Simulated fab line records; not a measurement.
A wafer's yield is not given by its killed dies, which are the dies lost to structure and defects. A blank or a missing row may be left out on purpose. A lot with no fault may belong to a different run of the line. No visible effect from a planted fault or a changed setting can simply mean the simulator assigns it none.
Matching of chambers	flow n5Finfet	4 sister chambers for N5_HKMG_FIN_STRIP_57 on rieDiel-04
The step strips in CF4. 8 wafers are shown with their chamber, then 7 later ones without.

## WAFERS WITH THEIR CHAMBER
wafer	chamber	drypumpMotorCurrentA (A)	showerheadPlenumPTorr (Torr)
L083.5	2	6.4	1.72
L084.3	0	6.1	1.75
L084.4	1	5.4	1.82
L084.5	3	5.7	1.80
L088.1	0	6.1	1.74
L088.4	1	5.4	1.81
L092.2	2	6.4	1.71
L092.4	3	5.6	1.80

## WAFERS WHOSE CHAMBER IS MISSING
wafer	drypumpMotorCurrentA (A)	showerheadPlenumPTorr (Torr)
L092.6	6.4	1.71
L095.1	6.4	1.71
L095.2	6.1	1.74
L095.4	5.4	1.81
L097.2	6.4	1.71
L097.3	5.6	1.79
L097.6	6.4	1.71

## WHICH CHAMBER EACH WENT THROUGH
wafer	from the rows above	in truth
L092.6	2	2
L095.1	2	2
L095.2	0	0
L095.4	1	1
L097.2	2	2
L097.3	3	3
L097.6	2	2
Correct placement for 7 of the 7. Number that these rows cannot place: 0. Wrongly placed: 0.
How it was worked out, from the rows above alone: a wafer's distance from a chamber is the root of the sum, over the readings, of the square of ((its reading less the chamber's mean) divided by the reading's scatter). If the next closest chamber is less than 2 further off than the closest, the wafer can't be placed; otherwise it belongs to the closest. A chamber's mean is the mean of its shown wafers. How the scatter is found: for the shown wafers, subtract from each reading the mean of its chamber, square and add these, divide the total by (wafers less chambers), then take the root.
